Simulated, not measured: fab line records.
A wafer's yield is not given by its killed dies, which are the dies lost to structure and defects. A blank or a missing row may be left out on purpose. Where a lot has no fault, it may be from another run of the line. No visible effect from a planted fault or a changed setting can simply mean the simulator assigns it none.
fab line records	flow nand_harc
record lots=6	wafers=18	last_day=25
route steps=1159 shown A_CONTACT@943 END@1159
lots that met no fault: from a run of the same line without faults
start_h: hours from the record's first day to the start of the lot's first wafer shown	wait_h: hours since the lot's step before	" same as the row above	L1.1+2: a single row standing in for several wafers	- no value, or no start was given	* or withheld: withheld	< > ~ a bound
route shown NAME@n: a module of which the file shows steps, and the number in the route of the first	usual: mean/standard deviation taken from wafers without a fault	same: alike in all rows	chamber/n: place in a boat	sites: per-site readings	_std_site: how widely they spread, as a standard deviation	_edge_site: the outer-site mean with the inner-site mean subtracted	radius_mm: how far each site lies from the wafer's centre	mask NAME#n: copy n	behind: the tool/chamber that last shaped the wafer	hold: why the lot was held/for how many hours/how that ended	device: transistor that didn't switch, given as n, p or np	end of line: the same wafers' tests at the end of the route	a step with no rows: only its recipe	killed: at the first sort, the dies lost to defects and structure; wafer yield is something else	map: shows each die of a wafer: x if killed, . if not, _ if none is there
set.NAME: the setting as run; set.NAME@STEP: as run at that earlier step	model.NAME: the simulator's own value behind a step, which no gauge read
a table for each step, a row for each wafer; lots at some steps of the route
services: the hour from which a tool's chamber was out of use, counted from the record's first day as start_h (under 0 if before that day), plus the number of hours and why
## steps
# step NHARC_A_CONTACT_ETCH_134
# recipe source_w=withheld	pressure_mtorr=20	bias_v=withheld	time_s=140	target_depth_a=7000	ar_flow_sccm=withheld	c4f8_flow_sccm=withheld	o2_flow_sccm=withheld	chemistry=C4F8/O2/Ar
# usual chamber_pressure_mTorr=20.000/0.019
lot.wafer	tool	chamber	start_h	wait_h	chamber_pressure_mTorr	rf_hours_counter_h
L169.2	har_cap_etch-01	0	421.66	-	20.002	63
L169.4	"	1	"	"	20.009	-
L169.3	"	0	"	"	19.969	-
L172.1	har_cap_etch-01	0	435.66	-	20.004	67
L172.4	"	0	"	"	20.011	-
L172.3	"	1	"	"	20.026	-
L175.1	har_cap_etch-01	0	444.54	-	20.017	68
L175.5	"	1	"	"	20.027	-
L175.6	"	0	"	"	20.001	-
L177.2	har_cap_etch-02	1	460.51	-	20.026	27
L177.1	"	0	"	"	19.996	27
L177.6	"	1	"	"	19.990	-
L181.1	har_cap_etch-03	1	475.66	-	20.034	99
L181.2	"	0	"	"	19.989	99
L181.6	"	0	"	"	19.974	-
L188.1	har_cap_etch-02	0	533.13	-	19.987	40
L188.6	"	0	"	"	19.988	-
L188.5	"	1	"	"	19.978	-
# step NHARC_A_CONTACT_ETCH_135
# recipe source_w=withheld	pressure_mtorr=20	bias_v=3000	time_s=132	target_depth_a=12870	ar_flow_sccm=withheld	c4f8_flow_sccm=withheld	o2_flow_sccm=withheld	chemistry=C4F8/O2/Ar
# step NHARC_A_CONTACT_ETCH_136
# recipe source_w=withheld	pressure_mtorr=20	bias_v=3000	time_s=132	target_depth_a=12870	ar_flow_sccm=withheld	c4f8_flow_sccm=withheld	o2_flow_sccm=withheld	chemistry=C4F8/O2/Ar
# step NHARC_A_CONTACT_ETCH_137
# recipe source_w=withheld	pressure_mtorr=20	bias_v=3000	time_s=132	target_depth_a=12870	ar_flow_sccm=withheld	c4f8_flow_sccm=withheld	o2_flow_sccm=withheld	chemistry=C4F8/O2/Ar
# usual chamber_pressure_mTorr=20.001/0.019
lot.wafer	tool	chamber	start_h	wait_h	chamber_pressure_mTorr	rf_hours_counter_h
L169.2	har_cap_etch-01	0	422.10	0.1	20.006	64
L169.4	"	1	"	"	20.004	-
L169.3	"	0	"	"	20.010	-
L172.1	har_cap_etch-01	0	436.11	0.1	20.026	67
L172.4	"	0	"	"	20.026	-
L172.3	"	1	"	"	19.986	-
L175.1	har_cap_etch-01	0	444.97	0.1	19.978	69
L175.5	"	1	"	"	19.993	-
L175.6	"	0	"	"	20.014	-
L177.2	har_cap_etch-02	1	460.96	0.1	19.987	28
L177.1	"	0	"	"	19.953	28
L177.6	"	1	"	"	20.011	-
L181.1	har_cap_etch-03	1	476.11	0.1	19.994	100
L181.2	"	0	"	"	20.003	100
L181.6	"	0	"	"	20.010	-
L188.1	har_cap_etch-02	0	533.58	0.1	20.005	40
L188.6	"	0	"	"	19.995	-
L188.5	"	1	"	"	20.006	-
# step NHARC_A_CONTACT_ETCH_138
# recipe source_w=withheld	pressure_mtorr=20	bias_v=3000	time_s=132	target_depth_a=12890	ar_flow_sccm=withheld	c4f8_flow_sccm=withheld	o2_flow_sccm=withheld	chemistry=C4F8/O2/Ar
# step NHARC_A_CONTACT_ETCH_139
# recipe source_w=withheld	pressure_mtorr=20	bias_v=400	time_s=137	target_depth_a=5900	ar_flow_sccm=withheld	c4f8_flow_sccm=11.5	o2_flow_sccm=7.2	chemistry=C4F8/O2/Ar
# step NHARC_A_CONTACT_ETCH_92
# recipe target_depth_a=400	over_etch_frac=0.5	time_s=85.7	ion_energy_ev=120	ch3f_flow_sccm=50	o2_flow_sccm=30	ar_flow_sccm=200	rf_w=500	bias_w=100	chemistry=CH3F/O2
# usual chamber_pressure_mTorr=25.000/0.022	drypump_motor_current_A=5.7/0.52	mfc_ar_sccm=199.9/0.67	oes_product_au=0.95/0.035	rf_vpp_V=243.9/1.9	showerhead_plenum_p_Torr=2.43/0.13	throttle_valve_pct=20.663/0.0089
# same over_etch_frac=0.5
lot.wafer	tool	chamber	start_h	wait_h	chamber_pressure_mTorr	drypump_motor_current_A	mfc_ar_sccm	oes_product_au	rf_hours_counter_h	rf_vpp_V	showerhead_plenum_p_Torr	throttle_valve_pct
L169.4	rie_diel-04	3	422.74	0.3	24.969	6.2	198.6	0.91	41	242.6	2.33	20.660
L169.3	"	0	"	"	24.982	5.8	199.6	0.93	47	241.5	2.29	20.659
L169.2	"	1	"	"	25.050	6.5	200.5	0.94	53	242.9	2.44	20.673
L172.1	rie_diel-13	3	436.77	0.4	25.015	5.5	198.5	0.92	54	246.0	2.61	20.675
L172.3	"	0	"	"	25.022	5.3	198.8	0.92	55	243.2	2.31	20.678
L172.4	"	1	"	"	25.048	6.3	199.5	0.93	55	243.9	2.41	20.658
L175.1	rie_diel-01	2	445.63	0.4	25.017	5.3	200.2	0.92	22	242.8	2.31	20.663
L175.6	"	3	"	"	24.973	5.9	199.7	0.93	-	241.7	2.30	20.670
L175.5	"	0	"	"	25.007	4.8	200.4	0.93	-	245.1	2.56	20.667
L177.2	rie_diel-01	3	461.71	0.5	24.983	5.9	199.5	0.93	29	242.9	2.30	20.665
L177.1	"	0	"	"	24.996	4.8	200.1	0.93	26	245.8	2.56	20.648
L177.6	"	3	"	"	25.044	5.9	200.2	0.92	-	241.8	2.30	20.669
L181.2	rie_diel-04	0	476.76	0.3	24.979	5.8	199.9	1.00	0	247.2	2.66	20.660
L181.1	"	1	"	"	24.998	6.6	201.5	1.00	0	243.4	2.44	20.663
L181.6	"	0	"	"	24.985	5.8	199.4	1.00	-	245.7	2.66	20.657
L188.1	rie_diel-04	2	534.25	0.4	24.978	6.3	200.0	0.93	22	246.3	2.62	20.664
L188.5	"	0	"	"	25.009	5.8	201.0	0.91	-	248.0	2.65	20.652
L188.6	"	1	"	"	24.997	6.5	199.5	0.94	-	244.6	2.43	20.669
# step NHARC_A_CONTACT_ETCH_98
# recipe target_depth_a=200	over_etch_frac=0.5	time_s=10	ion_energy_ev=250	c4f6_flow_sccm=25	o2_flow_sccm=20	ar_flow_sccm=500	rf_w=600	bias_w=500	chemistry=C4F6/O2
# usual chamber_pressure_mTorr=29.995/0.028	drypump_motor_current_A=5.7/0.53	mfc_ar_sccm=500.2/1.6	oes_product_au=0.970/0.022	rf_vpp_V=546/4	showerhead_plenum_p_Torr=3.88/0.19	throttle_valve_pct=26.903/0.009
# same over_etch_frac=0.5
lot.wafer	tool	chamber	start_h	wait_h	chamber_pressure_mTorr	drypump_motor_current_A	mfc_ar_sccm	oes_product_au	rf_hours_counter_h	rf_vpp_V	showerhead_plenum_p_Torr	throttle_valve_pct
L169.2	rie_diel-04	0	-	-	29.974	5.8	504.1	0.954	47	542	3.67	26.909
L169.3	"	1	"	"	29.972	6.6	499.9	0.974	53	545	3.90	26.903
L169.4	"	3	"	"	30.015	6.2	502.4	0.963	41	542	3.73	26.910
L172.3	rie_diel-13	1	-	-	30.040	6.3	500.5	0.955	55	546	3.85	26.916
L172.1	"	2	"	"	30.039	5.8	498.9	0.967	54	545	3.81	26.935
L172.4	"	3	"	"	30.012	5.5	501.6	0.956	54	551	4.15	26.910
L175.1	rie_diel-01	1	-	-	30.005	5.1	498.8	0.956	22	545	3.78	26.891
L175.5	"	3	"	"	30.017	5.9	499.1	0.971	-	542	3.69	26.903
L175.6	"	0	"	"	30.050	4.9	500.9	0.984	-	549	4.08	26.924
L177.2	rie_diel-01	0	-	-	29.999	4.9	501.1	0.983	26	549	4.07	26.906
L177.1	"	1	"	"	30.000	5.1	501.1	0.989	27	545	3.77	26.885
L177.6	"	0	"	"	29.979	4.9	502.4	0.992	-	550	4.07	26.914
L181.2	rie_diel-04	2	-	-	30.023	6.3	500.3	1.006	0	553	4.19	26.909
L181.1	"	3	"	"	29.944	6.2	500.5	0.998	0	543	3.72	26.913
L181.6	"	2	"	"	30.005	6.3	504.3	0.998	-	551	4.19	26.897
L188.1	rie_diel-04	2	-	-	30.016	6.4	496.8	0.950	22	552	4.17	26.902
L188.5	"	2	"	"	30.018	6.4	496.4	0.941	-	552	4.17	26.902
L188.6	"	3	"	"	30.018	6.2	499.1	0.939	-	543	3.71	26.899
# step NHARC_A_CONTACT_CD_MEAS_15
# usual cd_nm=90.1/0.56
lot.wafer	tool	chamber	start_h	wait_h	cd_nm
L169.2	cd_sem-02	-	422.95	-	89.7
L169.3	"	-	"	"	89.9
L169.4	"	-	"	"	89.5
L172.1	cd_sem-02	-	436.97	-	90.2
L172.3	"	-	"	"	90.4
L172.4	"	-	"	"	89.6
L175.1	cd_sem-01	-	445.81	-	90.5
L175.5	"	-	"	"	90.4
L175.6	"	-	"	"	90.7
L177.1	cd_sem-01	-	461.97	-	89.3
L177.2	"	-	"	"	89.3
L177.6	"	-	"	"	89.6
L181.1	cd_sem-03	-	476.98	-	91.1
L181.2	"	-	"	"	89.8
L181.6	"	-	"	"	90.0
L188.1	cd_sem-03	-	534.45	-	89.6
L188.5	"	-	"	"	89.4
L188.6	"	-	"	"	90.3
# step NHARC_A_CONTACT_STRIP_107
# recipe n2_flow_sccm=150	h2_flow_sccm=150	ar_flow_sccm=0	bias_w=0	chemistry=N2/H2
# step NHARC_A_CONTACT_STRIP_108
# recipe cf4_flow_sccm=100	chf3_flow_sccm=30	ar_flow_sccm=0	bias_w=0	chemistry=CF4/CHF3
# step NHARC_A_CONTACT_STRIP_109
# recipe o2_flow_sccm=400	cos_flow_sccm=20	ar_flow_sccm=0	bias_w=0	chemistry=O2/COS
# step NHARC_A_CONTACT_ETCH_110
# recipe target_depth_a=500	overetch_a=50	time_s=27.5	ion_energy_ev=100	cf4_flow_sccm=80	o2_flow_sccm=20	ar_flow_sccm=0	rf_w=300	bias_w=100	chemistry=CF4/O2
# usual chamber_pressure_mTorr=30.000/0.027	drypump_motor_current_A=5.7/0.5	mfc_ar_sccm=0.011/0.012	oes_product_au=1.001/0.009	rf_vpp_V=197.3/1.5	showerhead_plenum_p_Torr=1.31/0.067	throttle_valve_pct=13.396/0.0097
lot.wafer	tool	chamber	start_h	wait_h	chamber_pressure_mTorr	drypump_motor_current_A	mfc_ar_sccm	oes_product_au	rf_hours_counter_h	rf_vpp_V	showerhead_plenum_p_Torr	throttle_valve_pct
L169.3	rie_diel-13	3	423.30	0.1	30.061	5.4	0.026	0.982	51	200.0	1.42	13.412
L169.2	"	1	"	"	30.008	6.3	0.014	0.998	52	196.7	1.31	13.397
L169.4	"	2	"	"	30.002	5.8	0.010	0.990	50	197.5	1.30	13.391
L172.3	rie_diel-04	0	437.32	0.1	29.993	5.8	0.015	0.997	52	196.9	1.24	13.391
L172.1	"	1	"	"	29.979	6.5	0.026	1.022	58	197.6	1.33	13.401
L172.4	"	2	"	"	29.979	6.3	0	1.001	54	199.2	1.43	13.396
L175.1	rie_diel-04	1	447.00	0.8	29.988	6.5	0.026	1.028	62	197.3	1.32	13.401
L175.5	"	0	"	"	30.002	5.8	0.015	1.002	-	195.6	1.24	13.395
L175.6	"	1	"	"	30.005	6.5	0.026	0.963	-	198.3	1.32	13.395
L177.1	rie_diel-13	1	462.26	0.1	30.016	6.3	0.014	1.006	0	197.2	1.31	13.398
L177.2	"	2	"	"	29.984	5.8	0.010	1.011	0	196.2	1.29	13.389
L177.6	"	1	"	"	29.989	6.3	0.014	0.995	-	196.3	1.31	13.407
L181.1	rie_diel-04	3	477.27	0.1	29.973	6.1	0	0.995	0	197.0	1.26	13.390
L181.2	"	2	"	"	29.981	6.3	0	1.002	0	199.7	1.43	13.398
L181.6	"	3	"	"	30.017	6.2	0	0.953	-	197.3	1.26	13.396
L188.1	rie_diel-01	3	534.76	0.1	30.037	5.9	0	1.016	5	194.8	1.25	13.378
L188.6	"	1	"	"	29.923	5.1	0	0.995	-	196.0	1.28	13.395
L188.5	"	2	"	"	29.978	5.4	0.012	0.980	-	196.2	1.25	13.391
# step NHARC_A_CONTACT_STRIP_26
# recipe o2_flow_sccm=500	ar_flow_sccm=0	bias_w=0	chemistry=O2
# usual chamber_pressure_mTorr=60.00/0.052	drypump_motor_current_A=5.7/0.52	mfc_ar_sccm=0.011/0.012	oes_product_au=1.001/0.0086	rf_vpp_V=57.5/0.94	showerhead_plenum_p_Torr=3.47/0.17	throttle_valve_pct=17.036/0.0092
lot.wafer	tool	chamber	start_h	wait_h	chamber_pressure_mTorr	drypump_motor_current_A	mfc_ar_sccm	oes_product_au	rf_hours_counter_h	rf_vpp_V	showerhead_plenum_p_Torr	throttle_valve_pct
L169.2	rie_diel-13	0	-	-	59.97	5.3	0.036	0.998	53	58.5	3.32	17.039
L169.3	"	1	"	"	60.04	6.3	0.014	0.990	52	56.7	3.46	17.029
L169.4	"	2	"	"	60.01	5.8	0.010	0.996	50	56.6	3.43	17.021
L172.4	rie_diel-04	3	-	-	60.01	6.1	0	1.005	45	55.5	3.35	17.031
L172.1	"	0	"	"	60.00	5.8	0.015	0.998	52	58.6	3.29	17.030
L172.3	"	1	"	"	59.99	6.6	0.026	1.013	59	56.4	3.50	17.031
L175.1	rie_diel-04	1	-	-	60.03	6.6	0.026	1.023	64	57.3	3.50	17.040
L175.5	"	1	"	"	59.92	6.5	0.026	1.026	-	57.9	3.50	17.023
L175.6	"	2	"	"	59.98	6.3	0	1.011	-	58.3	3.77	17.031
L177.2	rie_diel-13	1	-	-	60.00	6.3	0.014	0.998	0	58.2	3.45	17.030
L177.1	"	0	"	"	60.09	5.3	0.036	1.005	0	56.3	3.32	17.023
L177.6	"	2	"	"	59.92	5.8	0.010	1.014	-	58.4	3.42	17.027
L181.2	rie_diel-04	2	-	-	60.02	6.3	0	1.002	0	59.3	3.77	17.032
L181.1	"	3	"	"	60.00	6.2	0	0.997	0	56.9	3.34	17.037
L181.6	"	1	"	"	59.97	6.6	0.026	1.024	-	56.9	3.50	17.043
L188.1	rie_diel-01	0	-	-	60.01	4.9	0	0.985	5	57.3	3.66	17.030
L188.5	"	0	"	"	60.03	4.9	0	0.991	-	58.5	3.66	17.043
L188.6	"	1	"	"	60.08	5.1	0	0.996	-	58.1	3.38	17.047
# step NHARC_END_SORT_01
# recipe temp_c=25
# usual killed_at_array=25/9.2	killed_at_other=0.8/1.2	killed_at_periphery=3.9/2.6	killed_dies=30/9.7	killed_open=3.4/1.9	killed_short=2.0/1.4
# same gross_dies=677
lot.wafer	tool	chamber	start_h	wait_h	killed_at_array	killed_at_other	killed_at_periphery	killed_dies	killed_open	killed_short
L175.6	prober-02	0	503.04	4.0	206	1	3	210	3	4
L181.6	prober-01	0	540.13	4.1	117	4	8	129	4	3
# killed by level:class
L175.6 A_CONTACT:area_etch=166 A_SLIT:chamber_film_flake=12 A_STAIRCASE:chamber_film_flake=8 A_CHANNEL_HOLE_D1:chamber_film_flake=5 A_WL_FILL:chamber_film_flake=5 A_CONTACT:chamber_film_flake=5 A_CHANNEL_FILL_D1:geometric_particle:short=2 A_CONTACT:geometric_particle:open=2
L181.6 A_CONTACT:area_etch=83 A_SLIT:chamber_film_flake=13 A_CONTACT:chamber_film_flake=7 A_ZERO_WELL:chamber_film_flake=5 A_CHANNEL_HOLE_D1:chamber_film_flake=4 THIN_TSV:chamber_film_flake=3 P_CONTACT:geometric_particle:open=2 P_GATE:chamber_film_flake=2
# map L175.6 (x killed, . not)
____________x____________
_________x.x.xx._________
_______....x.x.x.._______
______..x..x.xx....______
_____......x.xx....._____
____........x........____
____..x.....xxx......____
___......x............___
___....x....x..x......___
__.....xx......x....x..__
__...x.x...xxx.........__
_......xxxx.xx.x..x....._
_...x....xxx.xxxxx...x.._
_....x.xx.xxx.x.x......._
_..xxx.xxxxxx.x.xxxx...._
_.......xxx.xx.xxxxx...._
.....xxxxxxx.xxx.........
.....x...xx.xx.x.........
.....xxx.xxxxxxxx...x....
..x..x.x.xx.xx.x.........
...x...xxxxxxxxxx........
_....xx..xxxxx.xx..x...._
_.......xxxxxx.xx..x.x.._
_...x....xx.xxxxx..x...._
_....x.xx.xxxxxxxxx....._
_.......xx..xx..x......._
__x...x..xx....x.......__
__....x.x.xx..x.x......__
___........xxxx.......___
___....x...xx.x.x.....___
____....x....x.......____
____.x.x.x......x....____
_____x.....x........_____
______....x...x....______
_______.....x.x..._______
_________....x.._________
____________x____________
# map L181.6 (x killed, . not)
____________x____________
_________xxx..xx_________
_______.x..xx..x.x_______
______x....x....xx.______
_____..x............_____
____xx.x.x.xx........____
____.xxx..x..x..x.x..____
___xx................x___
___.xxx...............___
__x...................x__
__x....................__
_x.x.x.................._
_.x....................._
_xx..x.................._
_...x..................._
_x..x..................._
x......................x.
x.x......................
...xxx...................
xx..x....................
x........................
_.x....................._
_x..................x..x_
_xxx.x...............x.x_
_.........xx.....x......_
_...x........x.........._
__xx.xx.......x.......x__
__x..x.x..............x__
___xxx....x...........___
___..x.......x........___
____..xx..xxx...x....____
____x.........xx..x.x____
_____xx.xx..x.x.xx.._____
______x.xxxxx.x...x______
_______.xx.xxxx..._______
_________xxxx.xx_________
____________.____________
## services
tool	chamber	start_h	hours	kind
rie_diel-04	0	397.74	-	clean
rie_diel-04	1	397.74	-	clean
rie_diel-04	2	397.74	-	clean
rie_diel-04	3	397.74	-	clean
rie_diel-04	0	406.09	10.4	repair
rie_diel-13	2	415.09	6.4	repair
rie_diel-04	0	422.24	-	clean
rie_diel-04	1	422.24	-	clean
rie_diel-04	2	422.24	-	clean
rie_diel-04	3	422.24	-	clean
rie_diel-01	0	422.42	2.4	repair
rie_diel-04	0	446.79	-	clean
rie_diel-04	1	446.79	-	clean
rie_diel-04	2	446.79	-	clean
rie_diel-04	3	446.79	-	clean
rie_diel-13	-	453.00	9.0	pm
rie_diel-04	-	467.04	9.0	pm
rie_diel-04	0	467.04	9.0	vent_cycle
rie_diel-04	1	467.04	9.0	vent_cycle
har_cap_etch-01	-	479.00	0.8	repair
rie_diel-01	-	491.81	9.0	pm
rie_diel-13	2	494.78	4.1	repair
rie_diel-04	3	519.94	5.5	repair
rie_diel-13	0	531.08	2.8	repair
## key
first_sign step=NHARC_A_CONTACT_ETCH_110	reading=oes_product_au	direction=down	sigmas=4.7	usual=1.001	struck=0.958
effect step=NHARC_END_SORT_01	reading=killed_at_array	direction=up	sigmas=15	usual=25	struck=162
more_kills_born_at NHARC_A_CONTACT_ETCH_110@rie_diel-04=249
met_at NHARC_A_CONTACT_ETCH_110
struck_wafers L175.6,L181.6
tester_left_out L175,L181
onset_between 437.32 447.00
fault kind=process_parameter_drift	tool=rie_diel-04	chamber=-	onset_h=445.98	steps=NHARC_A_CONTACT_ETCH_110	channel=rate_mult	offset=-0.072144	shape=step	end_h=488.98	scope=struck_wafers_only
# tester_left_out: of these lots the tester's yield and bins aren't shown, on N5 and GAA mostly nor the transistor test; their killed dies are dies lost to structure and defects alone, not to doping, threshold or leakage, so they don't give the yield
